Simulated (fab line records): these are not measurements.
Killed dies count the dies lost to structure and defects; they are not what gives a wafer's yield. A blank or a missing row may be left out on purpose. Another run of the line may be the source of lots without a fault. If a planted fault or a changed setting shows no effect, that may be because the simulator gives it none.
Chamber matching :: flow nand-harc :: NHARC_A_CHANNEL_FILL_D1_ALD_25 on ald-hk-03: 4 sister chambers
The step deposits SiOx, target thk 60 nm, pulse time 10 s, ald cycles 600. 4 wafers are shown with their chamber, then 7 later ones without.

== WAFERS PAIRED WITH THEIR CHAMBERS ==
wafer: L499.3
chamber: 0
heater-power-w (W): 516

wafer: L499.5
chamber: 3
heater-power-w (W): 569

wafer: L500.2
chamber: 1
heater-power-w (W): 498

wafer: L500.4
chamber: 2
heater-power-w (W): 473

== WAFERS WITHOUT THEIR CHAMBER ==
wafer: L500.5
heater-power-w (W): 481

wafer: L510.2
heater-power-w (W): 571

wafer: L510.1
heater-power-w (W): 490

wafer: L510.5
heater-power-w (W): 486

wafer: L511.3
heater-power-w (W): 491

wafer: L511.1
heater-power-w (W): 470

wafer: L511.6
heater-power-w (W): 482

== EACH ONE'S CHAMBER ==
wafer: L500.5
from the rows above: can't be placed: 2 or 1
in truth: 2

wafer: L510.2
from the rows above: 3
in truth: 3

wafer: L510.1
from the rows above: can't be placed: 1 or 2
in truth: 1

wafer: L510.5
from the rows above: can't be placed: 1 or 2
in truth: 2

wafer: L511.3
from the rows above: can't be placed: 1 or 2
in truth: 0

wafer: L511.1
from the rows above: 2
in truth: 2

wafer: L511.6
from the rows above: can't be placed: 2 or 1
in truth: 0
Placed correctly: 2 of 7. Unplaceable from these rows: 5, with the true chamber sitting among the candidates in 3. Wrongly placed: 0.
How it was worked out, from the rows above alone: a wafer's distance from a chamber is the root of the sum, over the readings, of the square of ((its reading less the chamber's mean) divided by the reading's scatter). The wafer belongs to the nearest chamber; if the next one is less than 2 further off, it can't be placed. The mean given for a chamber averages the wafers shown for that chamber. The scatter: root of mean squared gap, hidden wafer to nearest shown wafer, with one shown wafer a chamber.
